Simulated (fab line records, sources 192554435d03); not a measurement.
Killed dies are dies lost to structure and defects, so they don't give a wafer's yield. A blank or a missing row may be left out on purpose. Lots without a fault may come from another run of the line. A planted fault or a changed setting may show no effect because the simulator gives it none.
Chamber matching | flow n5_finfet | N5_BEOL_M6_ILD_DEP_00 on pecvd-02: 3 sister chambers
The step deposits SiCOH lowk from DEMS/porogen, target thk 179.75 nm, time 33.4 s. 6 wafers are shown with their chamber, then 9 later ones without.

WAFERS WITH THEIR CHAMBER
wafer  | chamber | throttle_valve_pct (%) | showerhead_plenum_p_Torr (Torr)
L085.2 | 2       | 14.0                   | 5.726
L085.4 | 1       | 15.4                   | 5.752
L085.5 | 0       | 14.8                   | 5.716
L087.1 | 2       | 14.1                   | 5.728
L087.2 | 1       | 15.4                   | 5.744
L087.3 | 0       | 14.6                   | 5.715

WAFERS WITHOUT THEIR CHAMBER
wafer  | throttle_valve_pct (%) | showerhead_plenum_p_Torr (Torr)
L090.3 | 15.4                   | 5.747
L090.4 | 13.8                   | 5.722
L090.6 | 14.8                   | 5.704
L092.1 | 15.5                   | 5.746
L092.2 | 14.7                   | 5.723
L092.3 | 14.3                   | 5.717
L096.3 | 14.8                   | 5.711
L096.4 | 15.5                   | 5.736
L096.6 | 14.7                   | 5.723

WHICH CHAMBER EACH WENT THROUGH
wafer  | from the rows above     | in truth
L090.3 | 1                       | 1
L090.4 | 2                       | 2
L090.6 | 0                       | 0
L092.1 | 1                       | 1
L092.2 | 0                       | 0
L092.3 | can't be placed: 2 or 0 | 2
L096.3 | 0                       | 0
L096.4 | 1                       | 1
L096.6 | 0                       | 0
Placed correctly: 8 of 9. Can't be placed from these rows: 1 (the true chamber is among the candidates in 1). Placed wrongly: 0.
How it was worked out, from the rows above alone: a wafer's distance from a chamber is the root of the sum, over the readings, of the square of ((its reading less the chamber's mean) divided by the reading's scatter). The wafer belongs to the nearest chamber; if the next one is less than 2 further off, it can't be placed. A chamber's mean is the mean of its shown wafers. The scatter: the root of (the sum of the squares of (reading less its chamber's mean) over the shown wafers, divided by (wafers less chambers)).
